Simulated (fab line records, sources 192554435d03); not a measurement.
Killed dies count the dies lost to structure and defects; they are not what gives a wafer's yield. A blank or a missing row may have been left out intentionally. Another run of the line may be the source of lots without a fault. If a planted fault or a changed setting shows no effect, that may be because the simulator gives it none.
3 desks looking at one fault ; flow n5 finfet ; every desk sees just its own numbers, and what lay behind them comes last

## THE DEFECT DESK
For each lot, the counts of the inspections along the route, averaged over the sampled wafers that have a number. Any lot whose mean is over 4 standard deviations away from the usual mean is out of limits and marked OUT; that distance is given in the brackets.
Columns: A = raw defect count at N5_BEOL_M0_INSPECT_127, usual 75; B = raw defect count at N5_BEOL_M1_INSPECT_13, usual 402
lot;first seen here;A;B
L383;day 7 01:52;65;364
L386;day 7 13:04;64;311
L385;day 7 15:58;94;491
L387;day 7 19:04;96;448
L388;day 7 22:13;73;330
L390;day 8 07:24;100;498
L403;day 11 19:48;123;395
This desk's finding: nothing out of limits on any of the 7 lots.

## AT THE TOOL OWNER'S DESK: litho track-03
The tool's own readings at N5_BEOL_M1_COAT_62 (time 60 s, resist thk 12 nm): means of the sampled wafers that have a number, for each lot that ran on this tool. Any lot whose mean is over 4 standard deviations away from the usual mean is out of limits and marked OUT; that distance is given in the brackets.
Columns: A = exhaust pa at N5_BEOL_M1_COAT_62, usual 44.9 Pa; B = plate temp C at N5_BEOL_M1_COAT_62, usual 219.97 C; C = resist line temp C at N5_BEOL_M1_COAT_62, usual 23.00 C; D = spin speed rpm at N5_BEOL_M1_COAT_62, usual 1500.1 rpm
lot;first seen here;A;B;C;D
L386;day 7 14:13;44.7;219.96;22.85;1500.0
L385;day 7 18:06;45.0;220.06;23.02;1628.5 (+99 or more) OUT
L387;day 7 19:24;45.8;220.08;23.05;1627.1 (+99 or more) OUT
L388;day 7 22:34;45.4;220.03;23.08;1627.7 (+99 or more) OUT
This desk's verdict: out of limits on L385, L387, L388, starting with L385 at day 7 18:06 (spin speed rpm at N5_BEOL_M1_COAT_62). Within limits: L386.

## AT THE METROLOGY DESK
Means of the sampled wafers that have a number, per lot and without regard to the tool the lot ran on: this is what the gauges read. Any lot whose mean is over 4 standard deviations away from the usual mean is out of limits and marked OUT; that distance is given in the brackets.
Columns: A = M0_RS at N5_BEOL_M0_RS_MEAS_126, usual 0.536 ohm/sq; B = M1_ILD_THK at N5_BEOL_M1_THK_MEAS_01, usual 79.3 nm; C = cd nm at N5_BEOL_M1_CD_MEAS_11, usual 17.16 nm; D = M1_OVL at N5_BEOL_M1_OVL_MEAS_12, usual -0.2 nm
lot;first seen here;A;B;C;D
L383;day 7 01:50;0.544;78.4;17.22;-0.2
L386;day 7 13:03;0.546;79.8;17.18;-0.7
L385;day 7 15:57;0.537;79.4;17.11;0.2
L387;day 7 19:03;0.517;80.0;17.14;0.7
L388;day 7 22:11;0.545;79.4;17.01;-0.9
L390;day 8 07:22;0.550;78.7;17.35;-0.9
L403;day 11 19:47;0.566;79.4;17.37;0.3
This desk's finding: nothing out of limits on any of the 7 lots.

## PUT TOGETHER
An alarm could have come from the tool owner's desk at day 7 18:06, on L385, L387, L388.
The defect desk saw nothing out of limits.
At the metrology desk, nothing out of limits was observed.
The defect desk has L385, L387, L388 on record, within its limits.
The metrology desk holds a record of L385, L387, L388, inside its limits.
All the named lots went through N5_BEOL_M1_COAT_62 on litho track-03.

## WHAT THE SIMULATOR HAD INSERTED
Drift in process parameters on litho track-03 at N5_BEOL_M1_COAT_62, starting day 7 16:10. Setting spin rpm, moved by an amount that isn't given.
Lots struck among those shown: L385, L387, L388.
Time in hours from fault onset to the first out-of-limits reading at each desk: the tool owner's desk, 2.
